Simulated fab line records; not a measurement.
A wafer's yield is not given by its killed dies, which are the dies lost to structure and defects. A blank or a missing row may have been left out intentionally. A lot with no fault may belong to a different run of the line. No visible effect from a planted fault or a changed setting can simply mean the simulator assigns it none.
Comparing a struck lot with a sound one -- flow n5_finfet -- 39 out of 1938 route steps
Sound: these wafers, L228.3, L228.4, L228.6. Struck: wafers L235.1, L235.5, L235.6. The cause is named last.
Per side, at each step with rows, come the tool, then ch with its chambers, and then its first start. Under that, the readings that differ: sound wafers -- struck wafers -- difference of the means -- sigmas: that difference in standard deviations of wafers without a fault.
alike: words and numbers the same on both sides, and readings whose means are apart by under 2 such deviations; not compared: readings that were withheld, readings missing a value for some wafer, numbers with overlapping values and no deviation given by the record, and bounds like >300 which may hide the same value.
A row with sigmas, a row that says differs or no value, or rows on one side alone: a step with any of these is where the two part. Non-overlapping numbers with no deviation appear without sigmas and do not part them. Lack of a reading on every wafer of one side parts them only where that side has two or more wafers.

first, 9 steps without rows for these wafers: N5_PMOS_HMC_CHANNEL_EPI_SRD_39 (time 30 s); N5_PMOS_HMC_CHANNEL_EPI_CMP_21 (polishes SiGe30, target thk 54 nm); N5_PMOS_HMC_CHANNEL_EPI_PRECLEAN_40 (cleans in DHF, time 30 s); N5_PMOS_HMC_CHANNEL_EPI_PRECLEAN_37 (cleans in O3/DIW, time 45 s); N5_PMOS_HMC_CHANNEL_EPI_PRECLEAN_24 (cleans in DHF, time 30 s); N5_PMOS_HMC_CHANNEL_EPI_SRD_25 (time 30 s); N5_PMOS_HMC_CHANNEL_EPI_EPI_26 (deposits Si from SiH4/H2, target thk 3.8 nm, time 22.7 s); N5_FIN_SAQP_PRECLEAN_42 (cleans in O3/DIW, time 60 s); N5_FIN_SAQP_PRECLEAN_00 (cleans in SC1, time 60 s).
N5_FIN_SAQP_PRECLEAN_44: cleans in SC2, time 45 s.
  sound on wet_bench-04 ch 0,1,5, day 3 09:43; struck on wet_bench-04 ch 0,1,4, day 5 02:50
then, 16 steps without rows for these wafers: N5_FIN_SAQP_SRD_01 (time 30 s); N5_FIN_SAQP_ALD_61 (deposits SiO2, target thk 4 nm, pulse time 1 s, purge time 2 s); N5_FIN_SAQP_DENSIFY_62 (time 60 s); N5_FIN_SAQP_HM_DEP_03 (deposits SiNx from SiH4/NH3/N2, target thk 38 nm, time 33.6 s); N5_FIN_SAQP_PECVD_47 (deposits a-Si from SiH4/He, target thk 45 nm, time 36.3 s); N5_FIN_SAQP_PECVD_48 (deposits SiNx from SiH4/NH3/N2, target thk 25 nm, time 22.1 s); N5_FIN_SAQP_PECVD_06 (deposits a-Si from SiH4/He, target thk 60 nm, time 48.1 s); N5_FIN_SAQP_HM_DEP_72 (deposits SiO2 from SiH4/N2O, target thk 12 nm, time 7.2 s); N5_FIN_SAQP_COAT_49 (time 60 s, resist thk 100 nm); N5_FIN_SAQP_COAT_50 (time 60 s, resist thk 35 nm); N5_FIN_SAQP_COAT_10 (resist thk 90 nm); N5_FIN_SAQP_EBR_12; N5_FIN_SAQP_SOFTBAKE_11 (time 60 s); N5_FIN_SAQP_EXPOSE_13 (exposes mask FIN CORE, target cd 35.6 nm); N5_FIN_SAQP_PEB_14 (peb time 60 s); N5_FIN_SAQP_DEVELOP_15 (develop time 30 s).
N5_FIN_SAQP_INSPECT_18: inspects for defects (brightfield).
  sound on defect_inspect-02, day 3 11:06; struck on defect_inspect-02, day 5 04:12
  alike: raw_defect_count
then, 8 steps without rows for these wafers: N5_FIN_SAQP_DESCUM_21 (chemistry O2, time 7.9 s); N5_FIN_SAQP_ETCH_51 (etches SiARC in CF4, target depth 45.5 nm, time 75.8 s); N5_FIN_SAQP_ETCH_52 (etches SOC in N2/H2, target depth 100 nm, overetch 20 nm, time 150 s); N5_FIN_SAQP_STRIP_53 (strips in N2/H2); N5_FIN_SAQP_HM_OPEN_73 (chemistry CHF3/O2, target SiO2, stops on a-Si, target depth 12 nm, time 16.8 s); N5_FIN_SAQP_STRIP_74 (strips in CHF3/O2); N5_FIN_SAQP_MANDREL_ETCH_22 (etches a-Si in HBr/Cl2, stops on SiNx, target depth 60 nm, bt time 10 s, time 30 s); N5_FIN_SAQP_STRIP_55 (strips in N2/H2).
N5_FIN_SAQP_INSPECT_40: inspects for defects (brightfield).
  sound on defect_inspect-02, day 3 15:55; struck on defect_inspect-02, day 5 10:04
reading,sound,struck,difference,sigmas
raw_defect_count,171 197 217,666 650 612,+448,+7
N5_FIN_CUT_INSPECT_10: inspects for defects (brightfield).
  sound on defect_inspect-02, day 3 16:19; struck on defect_inspect-01, day 5 10:28
reading,sound,struck,difference,sigmas
raw_defect_count,39 27 36,538 505 500,+480,+40
N5_FIN_CUT_INSPECT_17: inspects for defects (brightfield).
  sound on defect_inspect-02, day 3 17:16; struck on defect_inspect-01, day 5 11:25
reading,sound,struck,difference,sigmas
raw_defect_count,172 211 227,689 656 650,+462,+8
-- record jumps: 10 days separate the struck wafers' starts on either side; left off in module FIN_CUT, taken up again in module PASSIVATION, whose first shown step is the route's number 1936 --
N5_PASSIVATION_PROBE_49:
  sound on prober-01, day 13 16:58; struck on prober-01, day 15 21:25
reading,sound,struck,difference,sigmas
killed_at_front_end,33 38 42,156 143 132,+106,+8
killed_dies,90 95 94,207 210 205,+114,+6
killed_on_rim,15 5 8,27 16 37,+17,+4
  alike: killed_at_M0_to_M3, killed_at_M4_up, killed_at_contacts, killed_at_other, killed_open, killed_short

## WHERE THEY PART
Earliest at N5_FIN_SAQP_INSPECT_40; latest, in this record, at N5_PASSIVATION_PROBE_49.

WHY: whatever the simulator had introduced
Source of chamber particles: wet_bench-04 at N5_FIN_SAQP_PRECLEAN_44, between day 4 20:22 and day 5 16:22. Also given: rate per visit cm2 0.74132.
